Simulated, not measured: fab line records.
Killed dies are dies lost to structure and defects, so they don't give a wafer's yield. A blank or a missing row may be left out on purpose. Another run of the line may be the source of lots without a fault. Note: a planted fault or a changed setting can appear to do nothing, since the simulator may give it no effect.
Split-lot trial	flow n5 finfet	21 wafers read across 7 lots, on a route 1938 steps long

== SPLIT DETAILS ==
At N5_BEOL_M14_SPUTTER_43 (material TaN, target thk 15 nm, time 24.19 s), the setting power w was moved away from the recipe's 15000 W on 7 of the 21 wafers read, by -17.9% to -8.1%. All remaining wafers had this setting at the recipe value.

The reading comes from the split's own step.

== THE READING ==
TaN_of_BEOL_M14_SPUTTER_43.thk nm (the simulator's own value, which no gauge read), in nm, at N5_BEOL_M14_SPUTTER_43 (material TaN, target thk 15 nm, time 24.19 s). There is no usual value for it anywhere in the file. Across the 14 wafers here that went through the recipe, the average is 15.0 nm and the standard deviation 0.16 nm.

wafer	tool, chamber at the split	power w as run, W	against the recipe	TaN_of_BEOL_M14_SPUTTER_43.thk nm, nm	against lot-mates on the recipe
L080.1	pvd sputter-03, -	15000	recipe	15.2	-
L080.4	pvd sputter-03, -	13750	-8.3%	14	-1.2
L080.6	pvd sputter-03, -	13750	-8.3%	14	-1.2
L081.3	pvd sputter-02, -	12320	-17.9%	12.4	-2.8
L081.5	pvd sputter-02, -	12320	-17.9%	12.4	-2.8
L081.4	pvd sputter-02, -	15000	recipe	15.2	-
L085.3	pvd sputter-02, -	15000	recipe	15.2	-
L085.4	pvd sputter-02, -	15000	recipe	15.2	-
L085.5	pvd sputter-02, -	12540	-16.4%	12.8	-2.4
L089.2	pvd sputter-02, -	15000	recipe	14.8	-
L089.4	pvd sputter-02, -	15000	recipe	14.8	-
L089.5	pvd sputter-02, -	15000	recipe	14.8	-
L092.1	pvd sputter-02, -	15000	recipe	14.8	-
L092.6	pvd sputter-02, -	15000	recipe	14.8	-
L092.4	pvd sputter-02, -	15000	recipe	15	-
L095.3	pvd sputter-02, -	15000	recipe	15	-
L095.4	pvd sputter-02, -	13790	-8.1%	13.8	-1.2
L095.5	pvd sputter-02, -	13790	-8.1%	14	-1.0
L094.3	pvd sputter-01, -	15000	recipe	15	-
L094.4	pvd sputter-01, -	15000	recipe	15	-
L094.5	pvd sputter-01, -	15000	recipe	15	-

THE FIT
A straight line over all 21 wafers: TaN_of_BEOL_M14_SPUTTER_43.thk nm changes by +0.139 nm for each +1% of power w; r = +0.99; the points scatter about the line by 0.16 nm.
The same after taking each lot's own level away (the mean of its wafers on the recipe; 21 wafers): +0.152 nm for each +1%; r = +1.00; scatter 0.074 nm.
According to that fit, moving power w by its largest amount changes the reading by 2.7 nm.
Across the lots, their own levels run from 14.80 to 15.20 nm, a range of 2.5 times the standard deviation given above.
So the lot-to-lot level changes the slope little: the two slopes agree.
Check: -2.65 nm against its lot-mates is what the line predicts for one of the wafers moved furthest among these (-17.9%) when that wafer is left out of the fit. It came out at -2.8 nm against them.

== OTHER SPLITS APPLIED TO THESE WAFERS ==
These wafers also went through other splits before the reading. Each is held against what the fit with the lots' levels taken away leaves over:
other split on the same wafers	wafers away from the commonest value	r with TaN_of_BEOL_M14_SPUTTER_43.thk nm (lot level and that fit taken away)
N5_BEOL_M11_PECVD_70 time s	6	+0.45
N5_BEOL_M12_ETCH_59 bias w	4	-0.05
N5_BEOL_M12_COAT_66 spin rpm	5	-0.09
N5_BEOL_M13_COAT_65 spin rpm	10	-0.06
N5_BEOL_M13_COAT_22 spin rpm	7	+0.16
N5_BEOL_M14_TRENCH_ETCH_34 time s	9	+0.20

== THE FILE'S OWN FIT ==
TaN_of_BEOL_M14_SPUTTER_43.thk nm changes by +0.15 nm for each +1% of power w, r = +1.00.
